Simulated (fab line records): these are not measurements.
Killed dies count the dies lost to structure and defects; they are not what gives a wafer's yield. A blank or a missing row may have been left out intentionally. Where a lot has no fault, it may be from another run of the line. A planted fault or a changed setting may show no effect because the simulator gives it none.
fab line records	flow n5_finfet
[record] lots = 11	wafers = 33	last_day = 18
route steps=1938 shown GATE_CUT@468 TV_LITHO@1883 PAD_METAL@1894 PASSIVATION@1911
lots untouched by any fault: they come from a run of this same line in which no faults occurred
start_h: hours from the record's opening day to when the first of the lot's shown wafers began	wait_h: hours from the lot's prior step to this one	" as in the row above	L1.1+2: a row that stands for several wafers	- no value, or no start given	* or withheld: withheld	< > ~ a bound
route shown NAME@n: a module of which the file shows steps, and the number in the route of the first	usual: mean and standard deviation over wafers with no fault	same: alike in all rows	chamber/n: place in a boat	sites: per-site readings	_std_site: the values' standard deviation	_edge_site: the outer-site mean with the inner-site mean subtracted	radius_mm: how far each site lies from the wafer's centre	mask NAME#n: copy n	behind: the tool/chamber that last shaped the wafer	hold: why the lot went on hold/how many hours it stayed there/how the hold came to an end	device: whichever transistor did not switch (one of n, p or np)	end of line: the route-end tests of the same wafers	a step given without rows: its recipe and nothing more	killed: dies lost to structure and defects at the first sort, not the wafer's yield	map: dies across one wafer; x = killed, . = not, _ = none there
set.NAME: the run value of the setting; set.NAME@STEP: its run value at that earlier step	model.NAME: the simulator's own value behind a step, which no gauge read
one table for each step of the route and one row for each wafer, over a sample of lots
services: when a tool's chamber went out of use (start_h, in hours from the record's first day, below 0 if earlier), for how many hours, and the reason
[[steps]]
[step N5_GATE_CUT_VAPOR_ETCH_60]
[recipe] chemistry = BCl3/Cl2	target = HfO2	mode = isotropic
[usual] drypump_motor_current_A = 5.8/0.44	oes_product_au = 0.75/0.12
lot.wafer	tool	chamber	start_h	wait_h	drypump_motor_current_A	oes_product_au
L512.3	rie_metal-01	0	97.39	0.0	5.8	0.78
L512.5	"	0	"	"	5.8	0.78
L512.6	"	1	"	"	5.4	0.58
L513.1	rie_metal-01	1	106.35	0.0	5.4	0.58
L513.2	"	0	"	"	5.8	0.78
L513.3	"	0	"	"	5.8	0.77
L520.2	rie_metal-03	1	147.83	0.0	5.9	0.80
L520.4	"	1	"	"	5.9	0.81
L520.6	"	1	"	"	5.9	0.81
L521.3	rie_metal-03	1	151.26	0.0	5.9	0.81
L521.4	"	0	"	"	5.5	0.73
L521.6	"	1	"	"	5.9	0.81
L524.1	rie_metal-01	1	172.68	0.0	5.4	0.57
L524.3	"	1	"	"	5.4	0.57
L524.6	"	0	"	"	5.8	0.77
L526.3	rie_metal-02	0	181.59	0.0	6.7	0.88
L526.4	"	1	"	"	5.4	0.65
L526.6	"	0	"	"	6.6	0.88
L527.2	rie_metal-01	0	188.47	0.1	5.8	0.76
L527.3	"	0	"	"	5.8	0.76
L527.5	"	0	"	"	5.8	0.75
L529.2	rie_metal-01	1	201.14	0.0	5.4	1.03
L529.4	"	0	"	"	5.8	0.75
L529.5	"	0	"	"	5.8	0.75
L530.1	rie_metal-01	0	211.73	0.0	5.8	0.75
L530.2	"	1	"	"	5.3	1.00
L530.3	"	1	"	"	5.4	1.01
L531.3	rie_metal-02	1	212.32	0.0	5.4	0.64
L531.5	"	0	"	"	6.6	0.87
L531.6	"	1	"	"	5.4	0.65
L532.1	rie_metal-03	1	217.16	0.0	5.9	0.78
L532.3	"	1	"	"	5.9	0.79
L532.4	"	0	"	"	5.5	0.73
[step N5_PASSIVATION_CD_MEAS_10]
[recipe] target_cd_nm = 3000	landing_energy_ev = 500	detector = se_inlens
[usual] cd_nm = 2999/3.4
lot.wafer	tool	chamber	start_h	wait_h	cd_nm
L512.3	cd_sem-03	0	285.24	-	3005
L512.5	"	0	"	"	2995
L512.6	"	0	"	"	3001
L513.1	cd_sem-01	0	300.51	-	2999
L513.2	"	0	"	"	2997
L513.3	"	0	"	"	2991
L521.3	cd_sem-03	0	349.33	-	3000
L521.4	"	0	"	"	3001
L521.6	"	0	"	"	2999
L520.2	cd_sem-02	0	349.49	-	2998
L520.4	"	0	"	"	3002
L520.6	"	0	"	"	2994
L524.1	cd_sem-03	0	370.50	-	2995
L524.3	"	0	"	"	2997
L524.6	"	0	"	"	2998
L526.3	cd_sem-02	0	378.25	-	2995
L526.4	"	0	"	"	2995
L526.6	"	0	"	"	2998
L527.2	cd_sem-03	0	381.23	-	2999
L527.3	"	0	"	"	2996
L527.5	"	0	"	"	2995
L529.2	cd_sem-01	0	396.05	-	3002
L529.4	"	0	"	"	3007
L529.5	"	0	"	"	3005
L530.1	cd_sem-02	0	400.80	-	3000
L530.2	"	0	"	"	3000
L530.3	"	0	"	"	3001
L531.3	cd_sem-01	0	417.08	-	2997
L531.5	"	0	"	"	3000
L531.6	"	0	"	"	2997
L532.1	cd_sem-01	0	420.20	-	2995
L532.3	"	0	"	"	2995
L532.4	"	0	"	"	2991
[step N5_PASSIVATION_PRE_CLEAN_19]
[recipe] gas = H2/He	time_s = *	temp_c = *
[usual] heater_power_w = 459/32
lot.wafer	tool	chamber	start_h	wait_h	heater_power_w
L512.3	pvd_sputter-01	-	286.14	0.0	519
L512.5	"	-	"	"	433
L512.6	"	-	"	"	430
L513.1	pvd_sputter-01	-	302.17	0.0	531
L513.2	"	-	"	"	425
L513.3	"	-	"	"	459
L521.3	pvd_sputter-03	-	350.85	0.0	433
L521.4	"	-	"	"	457
L521.6	"	-	"	"	526
L520.2	pvd_sputter-02	-	351.23	0.0	490
L520.4	"	-	"	"	474
L520.6	"	-	"	"	487
L524.1	pvd_sputter-01	-	372.18	0.0	440
L524.3	"	-	"	"	455
L524.6	"	-	"	"	428
L526.3	pvd_sputter-02	-	381.17	0.0	438
L526.4	"	-	"	"	467
L526.6	"	-	"	"	447
L527.2	pvd_sputter-02	-	381.98	0.0	445
L527.3	"	-	"	"	482
L527.5	"	-	"	"	458
L529.2	pvd_sputter-01	-	397.36	0.0	437
L529.4	"	-	"	"	462
L529.5	"	-	"	"	451
L530.1	pvd_sputter-03	-	401.85	0.0	423
L530.2	"	-	"	"	444
L530.3	"	-	"	"	534
L531.3	pvd_sputter-03	-	418.23	0.0	521
L531.5	"	-	"	"	454
L531.6	"	-	"	"	447
L532.1	pvd_sputter-02	-	423.99	0.0	441
L532.3	"	-	"	"	469
L532.4	"	-	"	"	479
[step N5_PASSIVATION_STRIP_34]
[recipe] chemistry = O2	power_w = 600	temp_c = 60	pressure_mtorr = 30	rf_frequency_hz = 6e+07	bias_power_w = 0	overash_fraction = 2	o2_flow_sccm = 225
[usual] drypump_motor_current_A = 5.6/0.42	oes_product_au = 0.81/0.069	rf_vpp_V = 3.5/1.5	showerhead_plenum_p_Torr = 2.07/0.073	temp_c = 59.99/0.12	throttle_valve_pct = 16.57/0.2
lot.wafer	tool	chamber	start_h	wait_h	drypump_motor_current_A	oes_product_au	rf_hours_counter_h	rf_vpp_V	showerhead_plenum_p_Torr	temp_c	throttle_valve_pct
L512.3	rie_diel-01	2	287.55	0.1	5.6	0.81	96	4.2	2.04	60.17	16.67
L512.5	"	2	"	"	5.6	0.83	-	2.5	2.04	60.05	16.63
L512.6	"	3	"	"	6.2	0.90	-	2.7	2.03	59.94	16.19
L513.1	rie_diel-06	0	303.48	0.1	5.2	0.69	247	4.2	2.13	59.77	16.45
L513.2	"	3	"	"	5.1	0.83	90	1.1	2.05	60.06	16.77
L513.3	"	1	"	"	6.4	0.81	66	4.7	2.23	59.97	16.62
L521.3	rie_diel-01	2	352.28	0.2	5.6	0.78	118	2.9	2.04	59.98	16.65
L521.4	"	0	"	"	5.2	0.76	140	2.7	2.19	59.75	16.74
L521.6	"	2	"	"	5.6	0.79	-	3.6	2.04	59.94	16.66
L520.2	rie_diel-04	2	352.60	0.1	6.0	0.67	250	4.6	2.08	59.98	16.63
L520.4	"	1	"	"	5.9	0.86	47	2.5	2.13	60.06	16.60
L520.6	"	0	"	"	6.0	0.75	-	5.0	1.98	59.68	16.42
L524.1	rie_diel-04	2	373.66	0.1	6.0	0.99	3	2.5	2.07	60.16	16.31
L524.3	"	0	"	"	5.9	0.74	191	2.6	1.98	60.21	16.48
L524.6	"	3	"	"	5.1	0.75	-	3.6	2.00	60.05	16.82
L526.3	rie_diel-01	0	382.67	0.1	5.2	0.76	150	5.7	2.19	60.04	16.72
L526.4	"	2	"	"	5.6	0.76	128	2.2	2.03	59.94	16.69
L526.6	"	1	"	"	5.3	0.86	-	2.1	2.02	60.06	16.55
L527.2	rie_diel-04	1	383.32	0.1	5.8	0.81	61	2.9	2.13	60.09	16.60
L527.3	"	0	"	"	6.0	0.71	195	1.6	1.98	59.92	16.42
L527.5	"	3	"	"	5.1	0.75	-	3.8	2.00	60.08	16.85
L529.2	rie_diel-04	1	398.67	0.1	5.9	0.81	68	3.9	2.13	60.18	16.59
L529.4	"	0	"	"	5.9	0.70	202	0.9	1.98	60.16	16.45
L529.5	"	3	"	"	5.1	0.75	-	3.8	2.00	60.05	16.81
L530.1	rie_diel-06	2	403.32	0.1	5.8	0.78	142	2.0	2.08	59.94	16.55
L530.2	"	3	"	"	5.0	0.80	126	3.7	2.03	59.93	16.87
L530.3	"	1	"	"	6.4	0.78	103	0.9	2.21	59.89	16.75
L531.3	rie_diel-01	2	419.54	0.1	5.6	0.79	141	3.2	2.03	60.04	16.73
L531.5	"	0	"	"	5.1	0.74	-	6.1	2.18	59.89	16.79
L531.6	"	1	"	"	5.4	0.84	-	4.5	2.01	59.87	16.56
L532.1	rie_diel-01	2	425.54	0.1	5.6	0.77	143	3.5	2.03	60.05	16.73
L532.3	"	1	"	"	5.3	0.84	64	2.3	2.01	59.76	16.60
L532.4	"	0	"	"	5.2	0.73	165	3.6	2.18	60.06	16.78
[step N5_PASSIVATION_PROBE_49]
[usual] defect_limited_yield = 91.1/1.4	killed_at_M0_to_M3 = 34/9.7	killed_at_M4_up = 13/5.1	killed_at_contacts = 14/6.3	killed_at_front_end = 40/11	killed_at_other = 3.5/2.7	killed_dies = 105/16	killed_open = 70/12	killed_short = 34/7.8	sort_bin_4_leakage = 0.02/0.13	sort_bin_5_function = 5.2/0.88	sort_bin_6_memory = 3.3/0.7	sort_bin_8_speed = 0.1/0.62	sort_n_pass = 1074/17	sort_yield_pct = 91.0/1.5
[same] gross_dies = 1180	killed_at_back_side = 0
lot.wafer	tool	chamber	start_h	wait_h	defect_limited_yield[%]	killed_at_M0_to_M3	killed_at_M4_up	killed_at_contacts	killed_at_front_end	killed_at_other	killed_dies	killed_open	killed_short	sort_bin_4_leakage[%]	sort_bin_5_function[%]	sort_bin_6_memory[%]	sort_bin_8_speed[%]	sort_n_pass	sort_yield_pct[%]
L520.2	prober-02	-	357.47	0.1	84.3	41	18	7	113	6	185	54	38	0	9.9	4.4	0	995	84.3
L520.4	prober-02	-	357.57	0.2	84.6	18	12	17	131	4	182	64	20	0	10.8	3.6	0	998	84.6
L520.6	prober-02	-	357.67	0.3	82.2	25	20	22	141	2	210	73	36	0	12.0	3.9	0	970	82.2
L521.3	prober-01	-	357.51	0.1	85.7	28	8	13	115	5	169	57	21	0	9.7	3.0	0	1011	85.7
L521.4	prober-01	-	357.56	0.2	92.4	26	5	7	42	10	90	66	24	0	4.4	3.1	0	1090	92.4
L521.6	prober-01	-	357.66	0.3	85.1	34	9	5	123	5	176	55	26	0	10.3	3.4	0	1004	85.1
// killed by level:class
L520.2 GATE_CUT:unspecified=91 BEOL_M1:geometric_particle:open=7 BEOL_M1:geometric_particle:short=7 BEOL_M4:geometric_particle:open=7 BEOL_M0_SAQP:geometric_particle:short=6 MOL_CONTACT_COAG:geometric_particle:open=5 BEOL_M2:geometric_particle:open=5 DUMMY_GATE:geometric_particle:open=4
L521.3 GATE_CUT:unspecified=90 MOL_CONTACT_COAG:geometric_particle:open=13 BEOL_M2:geometric_particle:open=8 BEOL_M0_SAQP:geometric_particle:short=7 FIN_SAQP:geometric_particle:open=6 BEOL_M0_SAQP:geometric_particle:open=6 BEOL_M1:geometric_particle:open=4 FIN_SAQP:geometric_particle:short=3
L521.4 STI_FIN_REVEAL:geometric_particle:open=14 FIN_SAQP:geometric_particle:open=6 BEOL_M2:geometric_particle:open=6 BEOL_M3:geometric_particle:open=6 MOL_CONTACT_COAG:geometric_particle:open=5 DUMMY_GATE:geometric_particle:open=4 MIM_TOP_ETCH:geometric_particle:open=4 BEOL_M0_SAQP:geometric_particle:open=4
L520.4 GATE_CUT:unspecified=97 MOL_CONTACT_COAG:geometric_particle:open=14 BEOL_M4:geometric_particle:open=9 STI_FIN_REVEAL:geometric_particle:open=8 DUMMY_GATE:geometric_particle:open=8 BEOL_M1:geometric_particle:open=8 FIN_SAQP:geometric_particle:open=3 STI_FIN_REVEAL:geometric_particle:short=3
L521.6 GATE_CUT:unspecified=94 BEOL_M1:geometric_particle:open=9 STI_FIN_REVEAL:geometric_particle:open=7 BEOL_M0_SAQP:geometric_particle:short=7 FIN_SAQP:geometric_particle:short=6 BEOL_M0_SAQP:geometric_particle:open=6 BEOL_M2:geometric_particle:open=6 MOL_CONTACT_COAG:geometric_particle:open=5
L520.6 GATE_CUT:unspecified=101 MOL_CONTACT_COAG:geometric_particle:open=20 BEOL_M4:geometric_particle:open=11 BEOL_M1:geometric_particle:open=8 BEOL_M0_SAQP:geometric_particle:open=7 FIN_SAQP:geometric_particle:short=5 DUMMY_GATE:geometric_particle:open=5 BEOL_M0_SAQP:geometric_particle:short=5
[[services]]
tool	chamber	start_h	hours	kind
rie_metal-03	-	96.80	1.3	repair
pvd_sputter-01	-	98.71	1.0	repair
rie_metal-01	-	107.94	0.5	repair
pvd_sputter-02	-	116.29	4.1	repair
rie_diel-04	3	122.87	3.9	repair
rie_diel-04	-	126.60	2.8	pm
rie_metal-03	-	128.12	14.6	pm
pvd_sputter-03	-	137.19	0.5	repair
rie_diel-01	-	144.78	4.3	pm
rie_metal-01	-	144.80	0.9	repair
rie_metal-03	0	152.94	18.0	repair
pvd_sputter-01	-	172.98	11.1	repair
rie_diel-04	3	185.80	9.3	repair
rie_metal-01	-	226.93	6.8	repair
rie_diel-01	-	284.58	0.4	repair
rie_metal-03	0	332.65	14.8	repair
rie_diel-01	2	337.34	4.5	repair
pvd_sputter-01	-	350.73	6.6	repair
pvd_sputter-01	-	405.30	2.9	repair
pvd_sputter-03	-	406.00	1.9	repair
rie_diel-04	1	406.32	11.2	repair
pvd_sputter-01	-	411.22	0.6	repair
rie_diel-01	1	414.00	1.5	repair
pvd_sputter-02	-	420.86	2.9	repair
[[key]]
[first_sign] step = N5_PASSIVATION_PROBE_49	reading = killed_at_front_end	direction = up	sigmas = 7.6	usual = 40	struck = 125
[effect] step = N5_PASSIVATION_PROBE_49	reading = killed_dies	direction = up	sigmas = 4.9	usual = 105	struck = 184
[more_kills_born_at] N5_GATE_CUT_VAPOR_ETCH_60@rie_metal-03 = 473
met_at N5_GATE_CUT_VAPOR_ETCH_60
struck_lots L520,L521
struck_wafers L520.2,L520.4,L520.6,L521.3,L521.6
not_acting_at N5_PASSIVATION_CD_MEAS_10,N5_PASSIVATION_PRE_CLEAN_19,N5_PASSIVATION_STRIP_34
[fault] kind = chamber_particle_source	tool = rie_metal-03	chamber = 1	onset_h = 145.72	steps = N5_GATE_CUT_VAPOR_ETCH_60	rate_per_visit_cm2 = 0.46224	end_h = 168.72
